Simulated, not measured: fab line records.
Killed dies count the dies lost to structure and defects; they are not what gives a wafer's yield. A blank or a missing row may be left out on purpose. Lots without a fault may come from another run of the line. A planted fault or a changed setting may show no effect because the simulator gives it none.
Split-lot study ; flow n5 finfet ; 21 wafers read from 7 lots, route of 1938 steps

SPLIT DETAILS
At N5_MOL_CONTACT_COAG_ETCHBACK_136 (etches SiO2 in CHF3, target depth 25 nm, time 16.7 s), the setting target depth a was moved away from the recipe's 250 angstrom on 3 of the 21 wafers read, by +8.2% to +9.0%. The other wafers ran this setting at the recipe's value.

SPLIT TO READING: what lies between them in the file, 1 step
- N5_MOL_CONTACT_COAG_STRIP_120: strips in CHF3

THE READING
MOL_CONTACT_COAG.feature depth nm (the simulator's own value, which no gauge read), in nm, at N5_MOL_CONTACT_COAG_VIA_ETCH_117 (etches SiO2 in C4F6/O2, target depth 40 nm, overetch 8 nm, time 26 s). The file does not state a usual value for it. Here, 18 wafers ran the recipe; their average is 40.1 nm with a standard deviation of 0.33 nm.

wafer;tool, chamber at the split;target depth a as run, angstrom;against the recipe;MOL_CONTACT_COAG.feature depth nm, nm;against lot-mates on the recipe
L075.1;rie diel-02, 2,2,1;250;recipe;39.8;-
L075.5;rie diel-02, 2,2,1;250;recipe;39.6;-
L075.6;rie diel-02, 2,2,1;250;recipe;39.6;-
L077.3;rie diel-05, 2,3,2;250;recipe;40.6;-
L077.5;rie diel-05, 2,3,2;250;recipe;40.2;-
L077.6;rie diel-05, 2,3,2;250;recipe;40.6;-
L080.1;rie diel-02, 2,0,1;250;recipe;39.8;-
L080.5;rie diel-02, 2,0,1;250;recipe;40.6;-
L080.6;rie diel-02, 2,0,1;250;recipe;40.2;-
L084.2;rie diel-05, 3,0,3;250;recipe;40.2;-
L084.3;rie diel-05, 3,0,3;250;recipe;40;-
L084.5;rie diel-05, 3,0,3;250;recipe;40.2;-
L085.1;rie diel-02, 1,0;250;recipe;40.2;-
L085.2;rie diel-02, 1,0;250;recipe;40.6;-
L085.6;rie diel-02, 3;271.8;+8.7%;39;-1.4
L089.3;rie diel-05, 3;270.5;+8.2%;37.8;-2.3
L089.5;rie diel-05, 3,2;250;recipe;39.8;-
L089.6;rie diel-05, 3,2;250;recipe;40.4;-
L097.1;rie diel-05, 1;272.6;+9.0%;39.2;-0.9
L097.2;rie diel-05, 0;250;recipe;40.2;-
L097.6;rie diel-05, 0;250;recipe;40;-
The file does not say which wafer passed through which chamber wherever a row lists several chambers: such a row stands for several wafers.

THE FIT
A straight line over all 21 wafers: MOL_CONTACT_COAG.feature depth nm changes by -0.167 nm for each +1% of target depth a; r = -0.79; the points scatter about the line by 0.41 nm.
The same after taking each lot's own level away (the mean of its wafers on the recipe; 21 wafers): -0.174 nm for each +1%; r = -0.86; scatter 0.32 nm.
On that fit, the largest move of target depth a shifts the reading by 1.6 nm.
From 39.67 to 40.47 nm: that is the span of the lots' own levels, equal to 2.5 times the standard deviation above.
So the lot-to-lot level blurs the effect unless lot-mates are compared.
Check: for one of the wafers moved furthest among these (+9.0%), held out of the fit, the line's prediction against its lot-mates is -1.96 nm. It came out at -0.9 nm against them.

ADDITIONAL SPLITS CARRIED BY THESE WAFERS
These wafers also went through other splits before the reading. Each is held against what the fit with the lots' levels taken away leaves over:
other split on the same wafers;wafers away from the commonest value;r with MOL_CONTACT_COAG.feature depth nm (lot level and that fit taken away)
N5_SD_EPI_P_ETCH_16 target depth a;5;+0.29
N5_SD_EPI_P_EPI_21 temp c;7;+0.29
N5_HKMG_FIN_ETCH_54 source w;6;+0.32
N5_HKMG_FIN_ETCH_55 time s;8;+0.31
N5_GATE_CUT_COAT_27 spin rpm;6;+0.05
N5_GATE_CUT_DESCUM_18 time s;6;+0.53
N5_MOL_CONTACT_COAG_ALD_27 ald cycles;4;-0.36

THE WHOLE CHAIN: every reading that the file lists as answering this split, in the file's order
step;what it does;reading;change (the file's fit);r (the file's)
N5_MOL_CONTACT_COAG_VIA_ETCH_117;etches SiO2 in C4F6/O2, target depth 40 nm, overetch 8 nm, time 26 s;etch.depth nm (the simulator's own value, which no gauge read);-0.174 nm for each +1% of the setting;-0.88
N5_MOL_CONTACT_COAG_VIA_ETCH_117;etches SiO2 in C4F6/O2, target depth 40 nm, overetch 8 nm, time 26 s;MOL_CONTACT_COAG.feature depth nm (the simulator's own value, which no gauge read);-0.174 nm for each +1% of the setting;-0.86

FILE'S OWN FIT
MOL_CONTACT_COAG.feature depth nm changes by -0.174 nm for each +1% of target depth a, r = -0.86.
